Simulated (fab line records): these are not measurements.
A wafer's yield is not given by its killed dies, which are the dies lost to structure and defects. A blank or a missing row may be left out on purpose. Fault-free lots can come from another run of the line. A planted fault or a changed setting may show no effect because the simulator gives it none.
Which tool was responsible? + flow nand harc + 12 lots with 36 wafers sampled at 4 steps, on a route of 1302 steps

== WHAT THE GAUGES SHOWED, per wafer ==
NHARC_P_CONTACT_INSPECT_27.
| lot  | measured     | on                | raw defect count |
|------|--------------|-------------------|------------------|
| L075 | day 6 11:25  | defect inspect-02 | 222 235 320      |
| L077 | day 7 06:35  | defect inspect-02 | 295 276 233      |
| L079 | day 8 01:17  | defect inspect-02 | 107 363 244      |
| L081 | day 9 06:18  | defect inspect-01 | 333 294 405      |
| L083 | day 10 00:20 | defect inspect-01 | 336 440 344      |
| L084 | day 10 15:22 | defect inspect-01 | 163 193 402      |
| L088 | day 11 22:50 | defect inspect-02 | 578 439 440      |
| L089 | day 12 11:07 | defect inspect-02 | 147 252 157      |
| L091 | day 13 05:07 | defect inspect-02 | 344 450 307      |
| L093 | day 13 17:03 | defect inspect-01 | 476 414 308      |
| L095 | day 14 15:41 | defect inspect-01 | 281 336 458      |
| L097 | day 15 15:23 | defect inspect-02 | 456 377 192      |

== EACH LOT AND THE TOOL THAT RAN IT (in order: tool; ch and the chambers of the sampled wafers; start) ==
| lot  | NHARC_P_GATE_DEGAS_109       | NHARC_P_CONTACT_DEP_00                     | NHARC_P_CONTACT_DESCUM_17          |
|------|------------------------------|--------------------------------------------|------------------------------------|
| L075 | pvd sputter-03, day 6 05:20  | pecvd-01 ch 0,2, day 6 06:42               | rie diel-02 ch 0,3, day 6 08:20    |
| L077 | pvd sputter-02, day 7 00:32  | pecvd-01 ch 0,2, day 7 03:30 or earlier    | rie diel-13 ch 0,2,3, day 7 03:30  |
| L079 | pvd sputter-01, day 7 19:23  | pecvd-02 ch 0,2, day 7 22:07 or earlier    | rie diel-03 ch 0,3, day 7 22:07    |
| L081 | pvd sputter-02, day 9 00:29  | pecvd-01 ch 0,1,2, day 9 03:13 or earlier  | rie diel-03 ch 0,2, day 9 03:13    |
| L083 | pvd sputter-03, day 9 18:36  | pecvd-03 ch 0,2, day 9 21:15 or earlier    | rie diel-02 ch 0,3, day 9 21:15    |
| L084 | pvd sputter-02, day 10 09:32 | pecvd-02 ch 0,1,2, day 10 12:17 or earlier | rie diel-13 ch 0,2, day 10 12:17   |
| L088 | pvd sputter-01, day 11 16:45 | pecvd-01 ch 0,2, day 11 18:23              | rie diel-02 ch 2,3, day 11 19:46   |
| L089 | pvd sputter-02, day 12 05:17 | pecvd-03 ch 0,2, day 12 08:02 or earlier   | rie diel-03 ch 0,2,3, day 12 08:02 |
| L091 | pvd sputter-01, day 12 22:48 | pecvd-01 ch 1,2, day 13 00:33              | rie diel-02 ch 1,2,3, day 13 02:03 |
| L093 | pvd sputter-02, day 13 11:20 | pecvd-03 ch 0,1,2, day 13 13:58 or earlier | rie diel-13 ch 0,2,3, day 13 13:58 |
| L095 | pvd sputter-01, day 14 09:59 | pecvd-02 ch 0,2, day 14 12:35 or earlier   | rie diel-02 ch 1,2, day 14 12:35   |
| L097 | pvd sputter-03, day 15 09:31 | pecvd-01 ch 0,1,2, day 15 12:19 or earlier | rie diel-03 ch 0,1,3, day 15 12:19 |
- NHARC_P_GATE_DEGAS_109: time 60 s.
- NHARC_P_CONTACT_DEP_00: deposits SiO2, target thk 500 nm.
- NHARC_P_CONTACT_DESCUM_17: chemistry O2, time 3 s.

== THE ANSWER, worked out from the rows above alone ==
Rule: the lots themselves supply what counts as usual. Put in order of their means at a reading, lots are off if they are a third of the lots or fewer, leave a main group of 4 or more, and stand apart from it by a gap of 3 or more times the standard deviation of the main group's means; of several such gaps the widest counts. A main group whose means are all the same, to the digits that the tables above print for the reading, isn't used. Also off: a lot with no number at a reading for which 4 or more lots have one. All remaining lots with rows at the step are treated as sound.
None of the lots is off at any reading shown; this tells nothing.

== WHAT THE SIMULATOR PUT IN ==
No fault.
